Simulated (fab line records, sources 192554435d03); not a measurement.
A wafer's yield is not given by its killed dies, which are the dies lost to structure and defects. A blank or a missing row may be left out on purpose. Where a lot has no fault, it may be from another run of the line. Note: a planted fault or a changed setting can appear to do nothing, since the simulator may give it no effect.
Split-lot trial ; flow n5Finfet ; 39 wafers read across 7 lots, on a route 1938 steps long

ON THE SPLIT
At N5_PASSIVATION_ETCH_59 (etches TaN in Cl2/BCl3, target depth 65 nm, time 34.9 s), the setting timeS was moved away from the recipe's 34.9 s on 18 of the 39 wafers read, by -31.9% to +38.5%. For the rest of the wafers, this setting stayed at what the recipe calls for.

Reading taken at the split's own step.

THE READING
etch.depthNm (the simulator's own value, which no gauge read), in nm, at N5_PASSIVATION_ETCH_59 (etches TaN in Cl2/BCl3, target depth 65 nm, time 34.9 s). There is no usual value for it anywhere in the file. Average 65.48 nm, standard deviation 0.7 nm, over the 21 wafers here run with the recipe.

wafer;tool, chamber at the split;timeS as run, s;against the recipe;etch.depthNm, nm;against lot-mates on the recipe
L077.1;rieMetal-03, 1;34.9;recipe;65.11;-
L077.2;rieMetal-03, 0;42.59;+22.0%;81.25;+15.20
L077.3;rieMetal-03, 1;42.59;+22.0%;79.98;+13.93
L077.4;rieMetal-03, 0;34.9;recipe;66.72;-
L077.5;rieMetal-03, 1;42.59;+22.0%;80.12;+14.07
L077.6;rieMetal-03, 0;34.9;recipe;66.32;-
L079.3;rieMetal-03, 0;34.9;recipe;66.64;-
L079.4;rieMetal-03, 1;34.9;recipe;65.46;-
L079.5;rieMetal-03, 1;34.9;recipe;64.81;-
L083.1;rieMetal-02, 0;28.82;-17.4%;54.5;-10.94
L083.2;rieMetal-02, 1;28.82;-17.4%;54.47;-10.97
L083.3;rieMetal-02, 1;34.9;recipe;65.09;-
L083.4;rieMetal-02, 0;34.9;recipe;65.67;-
L083.5;rieMetal-02, 1;28.82;-17.4%;54.07;-11.37
L083.6;rieMetal-02, 0;34.9;recipe;65.55;-
L086.1;rieMetal-01, 0;40.7;+16.6%;75.66;+10.96
L086.2;rieMetal-01, 1;34.9;recipe;64.33;-
L086.3;rieMetal-01, 0;34.9;recipe;65.05;-
L086.4;rieMetal-01, 1;40.7;+16.6%;75.31;+10.61
L086.5;rieMetal-01, 0;40.7;+16.6%;75.73;+11.03
L086.6;rieMetal-01, 1;34.9;recipe;64.71;-
L084.1;rieMetal-01, 1;34.9;recipe;64.82;-
L084.2;rieMetal-01, 0;47.69;+36.6%;89.38;+24.16
L084.3;rieMetal-01, 1;34.9;recipe;65.01;-
L084.4;rieMetal-01, 0;47.69;+36.6%;89.21;+23.99
L084.5;rieMetal-01, 1;47.69;+36.6%;88.15;+22.93
L084.6;rieMetal-01, 0;34.9;recipe;65.82;-
L092.1;rieMetal-02, 1;48.33;+38.5%;91.98;+25.66
L092.2;rieMetal-02, 0;48.33;+38.5%;91.86;+25.54
L092.3;rieMetal-02, 1;48.33;+38.5%;92.43;+26.11
L092.4;rieMetal-02, 0;34.9;recipe;66.33;-
L092.5;rieMetal-02, 1;34.9;recipe;66.36;-
L092.6;rieMetal-02, 0;34.9;recipe;66.27;-
L095.1;rieMetal-03, 1;34.9;recipe;65.1;-
L095.2;rieMetal-03, 0;23.77;-31.9%;44.85;-20.17
L095.3;rieMetal-03, 1;23.77;-31.9%;44.04;-20.98
L095.4;rieMetal-03, 0;23.77;-31.9%;45.13;-19.89
L095.5;rieMetal-03, 0;34.9;recipe;65.38;-
L095.6;rieMetal-03, 1;34.9;recipe;64.57;-

FIT RESULTS
A straight line over all 39 wafers: etch.depthNm changes by +0.659 nm for each +1% of timeS; r = +1.00; the points scatter about the line by 0.78 nm.
The same after taking each lot's own level away (the mean of its wafers on the recipe; 39 wafers): +0.651 nm for each +1%; r = +1.00; scatter 0.5 nm.
Per that fit: largest timeS move, reading shift of 25 nm.
Measured against the standard deviation above, the lots' own levels, which go from 64.697 to 66.320 nm, span 2.3 times it.
So the lot-to-lot level changes the slope little: the two slopes agree.
Check: with one of the wafers moved furthest among these (+38.5%) left out of the fit, the line predicts +25.1 nm for it against its lot-mates. Against them it came out at +25.7 nm.

THE OTHER SPLITS THESE WAFERS WENT THROUGH
Other splits were also applied to these wafers ahead of the reading. Each is held against what the fit with the lots' levels taken away leaves over:
other split on the same wafers;wafers away from the commonest value;r with etch.depthNm (lot level and that fit taken away)
N5_BEOL_M12_ETCH_68 targetDepthA;12;+0.02

FILE'S OWN FIT
etch.depthNm changes by +0.652 nm for each +1% of timeS, r = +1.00.
